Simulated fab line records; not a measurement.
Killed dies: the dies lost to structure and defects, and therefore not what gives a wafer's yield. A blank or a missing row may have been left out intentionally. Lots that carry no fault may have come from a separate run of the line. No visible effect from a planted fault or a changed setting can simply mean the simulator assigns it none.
Chamber matching / flow n5Finfet / aldSin-01 running N5_BEOL_M3_ALD_98: 4 sister chambers
The step deposits SiO2, target thk 2.5 nm, pulse time 1 s, co reactant pulse time 1 s. 16 wafers are shown with their chamber, then 8 later ones without.

== EACH WAFER AND ITS CHAMBER ==
wafer=L079.3; chamber=2; heaterPowerW (W)=78; precursorPulseHeightRel=0.998
wafer=L079.4; chamber=3; heaterPowerW (W)=68; precursorPulseHeightRel=0.974
wafer=L079.6; chamber=1; heaterPowerW (W)=90; precursorPulseHeightRel=1.018
wafer=L080.3; chamber=1; heaterPowerW (W)=88; precursorPulseHeightRel=0.982
wafer=L080.5; chamber=3; heaterPowerW (W)=69; precursorPulseHeightRel=1.011
wafer=L080.6; chamber=2; heaterPowerW (W)=80; precursorPulseHeightRel=0.990
wafer=L081.2; chamber=2; heaterPowerW (W)=81; precursorPulseHeightRel=1.029
wafer=L081.3; chamber=3; heaterPowerW (W)=70; precursorPulseHeightRel=0.998
wafer=L081.4; chamber=0; heaterPowerW (W)=74; precursorPulseHeightRel=0.959
wafer=L082.2; chamber=1; heaterPowerW (W)=89; precursorPulseHeightRel=1.003
wafer=L082.4; chamber=2; heaterPowerW (W)=77; precursorPulseHeightRel=0.965
wafer=L082.6; chamber=3; heaterPowerW (W)=66; precursorPulseHeightRel=1.030
wafer=L084.2; chamber=3; heaterPowerW (W)=66; precursorPulseHeightRel=0.991
wafer=L084.4; chamber=0; heaterPowerW (W)=77; precursorPulseHeightRel=0.984
wafer=L084.5; chamber=0; heaterPowerW (W)=77; precursorPulseHeightRel=1.009
wafer=L085.1; chamber=3; heaterPowerW (W)=67; precursorPulseHeightRel=1.022

SIGNATURES, as means of the wafers listed above
reading=heaterPowerW; chamber 0=76.00; chamber 1=89.00; chamber 2=79.00; chamber 3=67.67; scatter within a chamber=1.62
reading=precursorPulseHeightRel; chamber 0=0.98400; chamber 1=1.00100; chamber 2=0.99550; chamber 3=1.00433; scatter within a chamber=0.0226
Rule: a wafer lies at a distance from a chamber equal to the root of the sum of squares, over the readings, of (its reading less the chamber's mean, divided by the reading's scatter). The wafer belongs to the nearest chamber; if the next one is less than 2 further off, it can't be placed. The scatter: the root of (the sum of the squares of (reading less its chamber's mean) over the shown wafers, divided by (wafers less chambers)).

== WAFERS MISSING THEIR CHAMBER ==
wafer=L085.3; heaterPowerW (W)=77; precursorPulseHeightRel=1.029
wafer=L085.5; heaterPowerW (W)=75; precursorPulseHeightRel=1.005
wafer=L086.2; heaterPowerW (W)=80; precursorPulseHeightRel=0.998
wafer=L086.3; heaterPowerW (W)=92; precursorPulseHeightRel=0.998
wafer=L086.6; heaterPowerW (W)=66; precursorPulseHeightRel=0.966
wafer=L091.2; heaterPowerW (W)=78; precursorPulseHeightRel=0.988
wafer=L091.5; heaterPowerW (W)=69; precursorPulseHeightRel=1.023
wafer=L091.6; heaterPowerW (W)=82; precursorPulseHeightRel=1.023

== EACH ONE'S CHAMBER ==
wafer=L085.3; from the rows above=can't be placed: 2 or 0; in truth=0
wafer=L085.5; from the rows above=can't be placed: 0 or 2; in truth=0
wafer=L086.2; from the rows above=can't be placed: 2 or 0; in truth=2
wafer=L086.3; from the rows above=1; in truth=1
wafer=L086.6; from the rows above=3; in truth=3
wafer=L091.2; from the rows above=can't be placed: 2 or 0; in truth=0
wafer=L091.5; from the rows above=3; in truth=3
wafer=L091.6; from the rows above=can't be placed: 2 or 0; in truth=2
Correctly placed: 3 of 8. Can't be placed from these rows: 5 (the true chamber is among the candidates in 5). Wrongly placed: 0.
